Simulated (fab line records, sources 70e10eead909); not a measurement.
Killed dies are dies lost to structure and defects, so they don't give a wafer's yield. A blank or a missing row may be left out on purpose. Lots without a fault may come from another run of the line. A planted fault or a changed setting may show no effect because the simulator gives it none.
Chamber matching | flow nand_harc | NHARC_P_M1_ETCH_35 on rie_diel-05: 4 sister chambers
The step etches the open film in N2/H2, target depth 40 nm, overetch 12 nm, time 43.94 s. 20 wafers are shown with their chamber, then 10 later ones without.

WAFERS WITH THEIR CHAMBER
wafer  | chamber | drypump_motor_current_A (A) | rf_vpp_V (V) | rf_fwd_power_W (W)
L075.2 | 3       | 6.3                         | 426.2        | 391.7
L075.3 | 0       | 5.4                         | 431.7        | 395.9
L075.5 | 0       | 5.3                         | 431.6        | 396.4
L077.3 | 3       | 6.3                         | 426.9        | 393.4
L077.4 | 3       | 6.3                         | 427.5        | 395.7
L077.5 | 1       | 6.3                         | 431.8        | 396.5
L082.1 | 0       | 5.3                         | 432.1        | 396.2
L082.3 | 1       | 6.3                         | 431.1        | 397.1
L082.6 | 0       | 5.3                         | 432.6        | 394.7
L083.3 | 2       | 5.8                         | 432.8        | 396.5
L083.4 | 0       | 5.3                         | 432.0        | 396.2
L083.5 | 2       | 5.8                         | 433.3        | 396.3
L086.1 | 2       | 5.7                         | 433.3        | 395.8
L086.2 | 1       | 6.3                         | 431.0        | 394.0
L086.5 | 1       | 6.3                         | 431.8        | 394.0
L087.4 | 1       | 6.3                         | 431.5        | 395.0
L087.5 | 0       | 5.3                         | 431.1        | 393.8
L087.6 | 3       | 6.3                         | 427.1        | 393.1
L089.1 | 1       | 6.3                         | 431.6        | 393.1
L089.2 | 3       | 6.3                         | 425.4        | 393.0

SIGNATURES (means of the wafers above)
reading                 | chamber 0 | chamber 1 | chamber 2 | chamber 3 | scatter within a chamber
drypump_motor_current_A | 5.317     | 6.300     | 5.767     | 6.300     | 0.0306
rf_vpp_V                | 431.850   | 431.467   | 433.133   | 426.620   | 0.548
rf_fwd_power_W          | 395.533   | 394.950   | 396.200   | 393.380   | 1.28
Rule: a wafer's distance from a chamber is the root of the sum, over the readings, of the square of ((its reading less the chamber's mean) divided by the reading's scatter). The wafer belongs to the nearest chamber; if the next one is less than 2 further off, it can't be placed. The scatter: the root of (the sum of the squares of (reading less its chamber's mean) over the shown wafers, divided by (wafers less chambers)).

WAFERS WITHOUT THEIR CHAMBER
wafer  | drypump_motor_current_A (A) | rf_vpp_V (V) | rf_fwd_power_W (W)
L089.3 | 5.3                         | 432.6        | 393.4
L088.2 | 6.3                         | 425.9        | 393.2
L088.5 | 5.3                         | 432.3        | 395.0
L088.6 | 6.3                         | 426.4        | 393.3
L093.1 | 5.8                         | 432.7        | 397.6
L093.2 | 6.3                         | 427.7        | 390.9
L093.5 | 5.3                         | 433.6        | 395.3
L097.1 | 5.3                         | 433.7        | 393.9
L097.3 | 6.3                         | 427.5        | 392.7
L097.6 | 6.3                         | 430.7        | 395.9

WHICH CHAMBER EACH WENT THROUGH
wafer  | from the rows above | in truth
L089.3 | 0                   | 0
L088.2 | 3                   | 3
L088.5 | 0                   | 0
L088.6 | 3                   | 3
L093.1 | 2                   | 2
L093.2 | 3                   | 3
L093.5 | 0                   | 0
L097.1 | 0                   | 0
L097.3 | 3                   | 3
L097.6 | 1                   | 1
Placed correctly: 10 of 10. Can't be placed from these rows: 0. Placed wrongly: 0.
